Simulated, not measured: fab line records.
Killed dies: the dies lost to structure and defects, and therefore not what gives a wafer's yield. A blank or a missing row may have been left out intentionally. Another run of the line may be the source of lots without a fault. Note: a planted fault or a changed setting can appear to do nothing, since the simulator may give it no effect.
Chamber matching || flow n5 finfet || rie si-03 running N5_FIN_SAQP_MANDREL_ETCH_22: 4 sister chambers
The step etches a-Si in HBr/Cl2, stops on SiNx, target depth 60 nm, bt time 10 s, time 30 s. 14 wafers are shown with their chamber, then 7 later ones without.

== EACH WAFER AND ITS CHAMBER ==
{"wafer": "L081.1", "chamber": 0, "throttle valve pct (%)": 35.1, "oes product au (a.u.)": 0.762}
{"wafer": "L081.4", "chamber": 3, "throttle valve pct (%)": 35.5, "oes product au (a.u.)": 0.737}
{"wafer": "L081.6", "chamber": 2, "throttle valve pct (%)": 35.6, "oes product au (a.u.)": 0.752}
{"wafer": "L082.2", "chamber": 3, "throttle valve pct (%)": 35.5, "oes product au (a.u.)": 0.733}
{"wafer": "L082.3", "chamber": 2, "throttle valve pct (%)": 35.7, "oes product au (a.u.)": 0.735}
{"wafer": "L082.5", "chamber": 2, "throttle valve pct (%)": 35.7, "oes product au (a.u.)": 0.746}
{"wafer": "L085.1", "chamber": 3, "throttle valve pct (%)": 35.5, "oes product au (a.u.)": 0.749}
{"wafer": "L085.3", "chamber": 2, "throttle valve pct (%)": 35.6, "oes product au (a.u.)": 0.740}
{"wafer": "L085.4", "chamber": 0, "throttle valve pct (%)": 35.1, "oes product au (a.u.)": 0.777}
{"wafer": "L087.1", "chamber": 3, "throttle valve pct (%)": 35.5, "oes product au (a.u.)": 0.738}
{"wafer": "L087.2", "chamber": 1, "throttle valve pct (%)": 35.6, "oes product au (a.u.)": 0.764}
{"wafer": "L087.5", "chamber": 3, "throttle valve pct (%)": 35.5, "oes product au (a.u.)": 0.757}
{"wafer": "L090.1", "chamber": 3, "throttle valve pct (%)": 35.5, "oes product au (a.u.)": 0.736}
{"wafer": "L090.2", "chamber": 2, "throttle valve pct (%)": 35.6, "oes product au (a.u.)": 0.744}

SIGNATURES (means of the wafers above)
{"reading": "throttle valve pct", "chamber 0": 35.100, "chamber 1": 35.600, "chamber 2": 35.640, "chamber 3": 35.500, "scatter within a chamber": 0.0346}
{"reading": "oes product au", "chamber 0": 0.76950, "chamber 1": 0.76400, "chamber 2": 0.74340, "chamber 3": 0.74167, "scatter within a chamber": 0.00841}
Rule: for each reading, subtract the chamber's mean from the wafer's reading, divide by that reading's scatter and square the result; add these up over the readings and take the root, which gives the wafer's distance from the chamber. The wafer belongs to the nearest chamber; if the next one is less than 2 further off, it can't be placed. The scatter is the square root of a quotient: the sum, over the shown wafers, of each reading's squared deviation from its chamber's mean, divided by wafers minus chambers.

== WAFERS WITHOUT THEIR CHAMBER ==
{"wafer": "L090.4", "throttle valve pct (%)": 35.6, "oes product au (a.u.)": 0.767}
{"wafer": "L093.1", "throttle valve pct (%)": 35.5, "oes product au (a.u.)": 0.742}
{"wafer": "L093.3", "throttle valve pct (%)": 35.7, "oes product au (a.u.)": 0.730}
{"wafer": "L093.5", "throttle valve pct (%)": 35.6, "oes product au (a.u.)": 0.745}
{"wafer": "L095.2", "throttle valve pct (%)": 35.7, "oes product au (a.u.)": 0.739}
{"wafer": "L095.3", "throttle valve pct (%)": 35.1, "oes product au (a.u.)": 0.755}
{"wafer": "L095.4", "throttle valve pct (%)": 35.7, "oes product au (a.u.)": 0.749}

== EACH ONE'S CHAMBER ==
{"wafer": "L090.4", "from the rows above": 1, "in truth": 1}
{"wafer": "L093.1", "from the rows above": 3, "in truth": 3}
{"wafer": "L093.3", "from the rows above": 2, "in truth": 2}
{"wafer": "L093.5", "from the rows above": "can't be placed: 2 or 1 or 3", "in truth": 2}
{"wafer": "L095.2", "from the rows above": 2, "in truth": 2}
{"wafer": "L095.3", "from the rows above": 0, "in truth": 0}
{"wafer": "L095.4", "from the rows above": "can't be placed: 2 or 1", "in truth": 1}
Placed correctly: 5 of 7. Can't be placed from these rows: 2 (the true chamber is among the candidates in 2). Number placed wrongly: 0.
